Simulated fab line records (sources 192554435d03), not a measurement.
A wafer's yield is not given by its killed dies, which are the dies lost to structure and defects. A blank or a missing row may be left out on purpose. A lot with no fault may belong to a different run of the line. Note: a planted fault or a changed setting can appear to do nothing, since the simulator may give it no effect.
Split-lot experiment ; flow n5 finfet ; 21 wafers read across 7 lots, on a route 1938 steps long

## THE SPLIT
At N5_MOL_CONTACT_COAG_PECVD_31 (deposits SiO2 from TEOS/O2, target thk 46 nm, time 8.9 s), the setting time s was moved away from the recipe's 8.9 s on 6 of the 21 wafers read, by -12.5% to +5.7%. The other wafers ran this setting at the recipe's value.

## FROM THE SPLIT TO THE READING: what the file shows between them, 6 steps
- N5_MOL_CONTACT_COAG_COAT_75: time 60 s, resist thk 60 nm
- N5_MOL_CONTACT_COAG_COAT_76: time 60 s, resist thk 10 nm
- N5_MOL_CONTACT_COAG_ETCHBACK_135: etches SiO2 in CHF3, target depth 25 nm, time 16.7 s
- N5_MOL_CONTACT_COAG_STRIP_118: strips in CHF3
- N5_MOL_CONTACT_COAG_VIA_ETCH_46: etches SiO2 in C4F6/O2, target depth 46 nm, overetch 9.2 nm, time 40 s
- N5_MOL_CONTACT_COAG_STRIP_96: strips in N2/H2

## THE READING
SiO2_of_MOL_CONTACT_COAG_PECVD_31.thk nm (the simulator's own value, which no gauge read), in nm, at N5_MOL_CONTACT_COAG_ETCH_47 (etches SiNx in CH3F/O2, stops on W, target depth 27 nm). No usual value for it is given in the file. Average 44.3 nm, standard deviation 0.79 nm, over the 15 wafers here run with the recipe.

wafer;tool, chamber at the split;time s as run, s;against the recipe;SiO2_of_MOL_CONTACT_COAG_PECVD_31.thk nm, nm;against lot-mates on the recipe
L075.1;pecvd-03, 1;8.9;recipe;42.4;-
L075.2;pecvd-03, 0;8.9;recipe;44;-
L075.4;pecvd-03, 2;7.789;-12.5%;39.8;-3.4
L081.2;pecvd-01, 0;8.9;recipe;43.8;-
L081.4;pecvd-01, 0;8.9;recipe;45.4;-
L081.6;pecvd-01, 1;8.9;recipe;44.6;-
L084.1;pecvd-04, 0,2;8.9;recipe;45.2;-
L084.5;pecvd-04, 0,2;8.9;recipe;45.2;-
L084.6;pecvd-04, 1;8.9;recipe;44.8;-
L086.1;pecvd-03, 1;8.336;-6.3%;40;-4.4
L086.4;pecvd-03, 1;8.336;-6.3%;40.8;-3.6
L086.5;pecvd-03, 2;8.9;recipe;44.4;-
L090.1;pecvd-04, 1;8.9;recipe;43.8;-
L090.2;pecvd-04, 2;8.9;recipe;45;-
L090.4;pecvd-04, 1;8.9;recipe;44.2;-
L095.1;pecvd-03, 0;7.932;-10.9%;40;-3.2
L095.2;pecvd-03, 1;8.9;recipe;43.2;-
L095.3;pecvd-03, 0;7.932;-10.9%;39.8;-3.4
L096.1;pecvd-04, 1;8.9;recipe;44.2;-
L096.2;pecvd-04, 0;8.9;recipe;44.8;-
L096.6;pecvd-04, 1;9.407;+5.7%;47.4;+2.9
If several chambers appear in one row, that row covers several wafers at once and the file leaves open which wafer was in which chamber.

FIT RESULTS
A straight line over all 21 wafers: SiO2_of_MOL_CONTACT_COAG_PECVD_31.thk nm changes by +0.435 nm for each +1% of time s; r = +0.92; the points scatter about the line by 0.85 nm.
The same after taking each lot's own level away (the mean of its wafers on the recipe; 21 wafers): +0.358 nm for each +1%; r = +0.90; scatter 0.81 nm.
The reading moves by 4.5 nm for the largest change in time s, on that fit.
Across the lots, their own levels run from 43.20 to 45.07 nm, a range of 2.4 times the standard deviation given above.
So the slope is not independent of the lot-to-lot level: the two fits are not the same.
Check: -4.97 nm against its lot-mates is what the line predicts for one of the wafers moved furthest among these (-12.5%) when that wafer is left out of the fit. Against them it came out at -3.4 nm.

## FURTHER SPLITS ON THESE WAFERS
Note: prior to the reading, these wafers also went through further splits. Each is held against what the fit with the lots' levels taken away leaves over:
other split on the same wafers;wafers away from the commonest value;r with SiO2_of_MOL_CONTACT_COAG_PECVD_31.thk nm (lot level and that fit taken away)
N5_GATE_CUT_HM_DEP_46 time s;6;+0.20
N5_GATE_CUT_ALD_22 ald cycles;6;-0.23
N5_GATE_CUT_CMP_23 platen rpm;7;+0.11
N5_MOL_CONTACT_COAG_ALD_27 time s;6;+0.04

## THE WHOLE CHAIN: every reading that the file lists as answering this split, in the file's order
step;what it does;reading;change (the file's fit);r (the file's)
N5_MOL_CONTACT_COAG_PECVD_31;deposits SiO2 from TEOS/O2, target thk 46 nm, time 8.9 s;SiO2_of_MOL_CONTACT_COAG_PECVD_31.thk nm (the simulator's own value, which no gauge read);+0.343 nm for each +1% of the setting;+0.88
N5_MOL_CONTACT_COAG_VIA_ETCH_46;etches SiO2 in C4F6/O2, target depth 46 nm, overetch 9.2 nm, time 40 s;etch.depth nm (the simulator's own value, which no gauge read);+0.34 nm for each +1% of the setting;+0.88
N5_MOL_CONTACT_COAG_ETCH_47;etches SiNx in CH3F/O2, stops on W, target depth 27 nm;SiO2_of_MOL_CONTACT_COAG_PECVD_31.thk nm (the simulator's own value, which no gauge read);+0.347 nm for each +1% of the setting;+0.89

## FILE'S OWN FIT
SiO2_of_MOL_CONTACT_COAG_PECVD_31.thk nm changes by +0.347 nm for each +1% of time s, r = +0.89.
